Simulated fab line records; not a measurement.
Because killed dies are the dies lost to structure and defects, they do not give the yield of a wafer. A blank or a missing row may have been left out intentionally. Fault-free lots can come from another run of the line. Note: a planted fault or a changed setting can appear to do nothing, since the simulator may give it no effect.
Comparing a struck lot with a sound one | flow nand-harc | 14 steps out of a route of 1159
Sound: wafers L569.2, L569.3, L569.5. Struck: wafer L572.2 (L572.1, L572.4, from the same lot, were not struck and are left out); the cause is given at the end.
At each step with rows: each side's tool, then ch and its chambers, then its first start. Under that, the readings that differ: sound wafers | struck wafers | difference of the means | sigmas: that difference in standard deviations of wafers without a fault.
alike: words and numbers the same on both sides, and readings whose means are apart by under 2 such deviations; not compared: readings that were withheld, readings missing a value for some wafer, numbers with overlapping values and no deviation given by the record, and bounds like >300 which may hide the same value.
Wherever a step has rows on one side only, a row that says differs or no value, or a row with sigmas, the two part there. When numbers do not overlap yet have no deviation, they are printed without sigmas and do not part them. A reading that every wafer of one side lacks parts them only if that side has two wafers or more.

first, 1 step without rows for these wafers: NHARC_A_ONON_D1_DEP_06 (target thk 1000 nm).
NHARC_A_ONON_D1_THK_MEAS_08: measures by ellipsometry.
  sound on film-metro-02 at day 9 21:36; struck on film-metro-01 at day 10 17:31
  alike: thk-nm
then, 1 step without rows for these wafers: NHARC_A_ONON_D1_DEP_09 (target thk 1000 nm).
NHARC_A_ONON_D1_THK_MEAS_11: measures by ellipsometry.
  sound on film-metro-02 at day 9 22:10; struck on film-metro-02 at day 10 18:05
  reading     | sound       | struck | difference | sigmas
  thk-nm (nm) | 990 991 991 | 1013   | +22        | +2
then, 1 step without rows for these wafers: NHARC_A_ONON_D1_DEP_12 (target thk 1000 nm).
NHARC_A_ONON_D1_THK_MEAS_14: measures by ellipsometry.
  sound on film-metro-01 at day 9 22:44; struck on film-metro-01 at day 10 18:39
  alike: thk-nm
then, 2 steps without rows for these wafers: NHARC_A_ONON_D1_ANNEAL_15 (time 3600 s); NHARC_A_ONON_D1_DEP_16 (target thk 1000 nm).
NHARC_A_ONON_D1_THK_MEAS_18: measures by ellipsometry.
  sound on film-metro-02 at day 10 06:39; struck on film-metro-01 at day 11 11:03
  alike: thk-nm
then, 1 step without rows for these wafers: NHARC_A_ONON_D1_DEP_19 (target thk 1000 nm).
NHARC_A_ONON_D1_THK_MEAS_21: measures by ellipsometry.
  sound on film-metro-02 at day 10 07:13; struck on film-metro-01 at day 11 11:37
  alike: thk-nm
NHARC_A_ONON_D1_DEP_22: target thk 1000 nm.
  sound on pecvd-onon-03 ch 0, day 10 07:20; struck on pecvd-onon-02 ch 0, day 11 11:40
  alike: n2-flow-sccm
NHARC_A_ONON_D1_THK_MEAS_24: measures by ellipsometry.
  sound on film-metro-02 at day 10 07:46; struck on film-metro-02 at day 11 12:11
  reading     | sound          | struck | difference | sigmas
  thk-nm (nm) | 1002 1001 1002 | 1148   | +146       | +13
then, 1 step without rows for these wafers: NHARC_A_ONON_D1_DEP_25 (target thk 1000 nm).

WHERE THEY PART
At NHARC_A_ONON_D1_THK_MEAS_11 first; at NHARC_A_ONON_D1_THK_MEAS_24 last (within this record only).

WHY: what had been put in by the simulator
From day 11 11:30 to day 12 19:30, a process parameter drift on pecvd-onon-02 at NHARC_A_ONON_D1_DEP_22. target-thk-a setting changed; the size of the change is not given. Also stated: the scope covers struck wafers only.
